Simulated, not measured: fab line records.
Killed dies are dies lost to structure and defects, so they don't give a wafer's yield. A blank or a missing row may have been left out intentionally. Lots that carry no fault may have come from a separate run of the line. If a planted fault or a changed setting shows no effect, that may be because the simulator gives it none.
3 desks looking at one fault / flow n5 finfet / only its own numbers are on each desk; what lay behind them is given at the end

## AT THE METROLOGY DESK
What the gauges read, lot by lot, whatever tool the lot ran on: means of the sampled wafers that have a number. The brackets show how far a lot's mean lies from the usual mean; more than 4 standard deviations puts the lot out of limits, marked OUT. Only the readings that lie furthest out on some lot appear, 7 of the 12 it has.
Columns: A = DIBL_N at N5_BEOL_M4_RC_MEAS_101, usual 36.4 mV/V; B = DIBL_P at N5_BEOL_M4_RC_MEAS_101, usual 36 mV/V; C = IOFF_P at N5_BEOL_M4_RC_MEAS_101, usual 0.21 nA/um; D = ION_N at N5_BEOL_M4_RC_MEAS_101, usual 677 uA/um; E = ION_P at N5_BEOL_M4_RC_MEAS_101, usual 464 uA/um; F = SS_N at N5_BEOL_M4_RC_MEAS_101, usual 71.5 mV/dec; G = VT_P at N5_BEOL_M4_RC_MEAS_101, usual -251 mV
lot=L229; first seen here=day 7 05:11; A=37.6; B=36; C=0.24; D=666; E=457; F=71.3; G=-250
lot=L233; first seen here=day 8 01:46; A=31.1; B=30; C=0.14; D=661; E=453; F=70.3; G=-255
lot=L238; first seen here=day 9 06:20; A=38.7; B=38; C=0.22; D=680; E=467; F=71.7; G=-250
lot=L240; first seen here=day 9 20:56; A=37.2; B=36; C=0.22; D=677; E=459; F=70.9; G=-249
lot=L242; first seen here=day 10 14:46; A=39.0; B=40; C=0.26; D=695; E=471; F=72.3; G=-247
lot=L244; first seen here=day 10 18:48; A=33.6; B=34; C=0.13; D=653; E=445; F=71.3; G=-259
This desk's verdict: no lot among the 6 shows anything out of limits.

## THE DEFECT DESK
For each lot, the counts of the inspections along the route, averaged over the sampled wafers that have a number. The brackets show how far a lot's mean lies from the usual mean; more than 4 standard deviations puts the lot out of limits, marked OUT.
Columns: A = raw defect count at N5_MOL_CONTACT_COAG_INSPECT_57, usual 178
lot=L229; first seen here=day 7 05:16; A=140
lot=L233; first seen here=day 8 01:51; A=164
lot=L238; first seen here=day 9 06:25; A=130
lot=L240; first seen here=day 9 21:01; A=199
lot=L242; first seen here=day 10 14:51; A=200
lot=L244; first seen here=day 10 18:53; A=137
This desk's verdict: no lot among the 6 shows anything out of limits.

## DESK OF THE TOOL OWNER: rie diel-01
The tool's own readings at N5_MOL_CONTACT_COAG_ETCHBACK_135 (etches SiO2 in CHF3, target depth 25 nm, time 16.7 s): means of the sampled wafers that have a number, for each lot that ran on this tool. The brackets show how far a lot's mean lies from the usual mean; more than 4 standard deviations puts the lot out of limits, marked OUT.
Columns: A = drypump motor current A at N5_MOL_CONTACT_COAG_ETCHBACK_135, usual 5.6 A; B = oes product au at N5_MOL_CONTACT_COAG_ETCHBACK_135, usual 0.80 a.u.; C = rf vpp V at N5_MOL_CONTACT_COAG_ETCHBACK_135, usual 520 V; D = run length s at N5_MOL_CONTACT_COAG_ETCHBACK_135, usual 40.1 s; E = showerhead plenum p Torr at N5_MOL_CONTACT_COAG_ETCHBACK_135, usual 2.38 Torr; F = throttle valve pct at N5_MOL_CONTACT_COAG_ETCHBACK_135, usual 18.63 %
lot=L233; first seen here=day 8 02:48; A=5.3; B=0.85; C=525; D=40.2; E=2.44; F=18.54
lot=L238; first seen here=day 9 06:56; A=5.7; B=0.76; C=534; D=40.7; E=2.40; F=18.69
lot=L240; first seen here=day 9 21:36; A=5.4; B=0.83; C=518; D=41.0; E=2.40; F=18.54
This desk's verdict: no lot among the 3 shows anything out of limits.

## BROUGHT TOGETHER
Metrology desk: nothing out of limits seen.
Nothing out of limits was seen by the defect desk.
Nothing out of limits was seen by the tool owner's desk.

## WHAT THE SIMULATOR PUT IN
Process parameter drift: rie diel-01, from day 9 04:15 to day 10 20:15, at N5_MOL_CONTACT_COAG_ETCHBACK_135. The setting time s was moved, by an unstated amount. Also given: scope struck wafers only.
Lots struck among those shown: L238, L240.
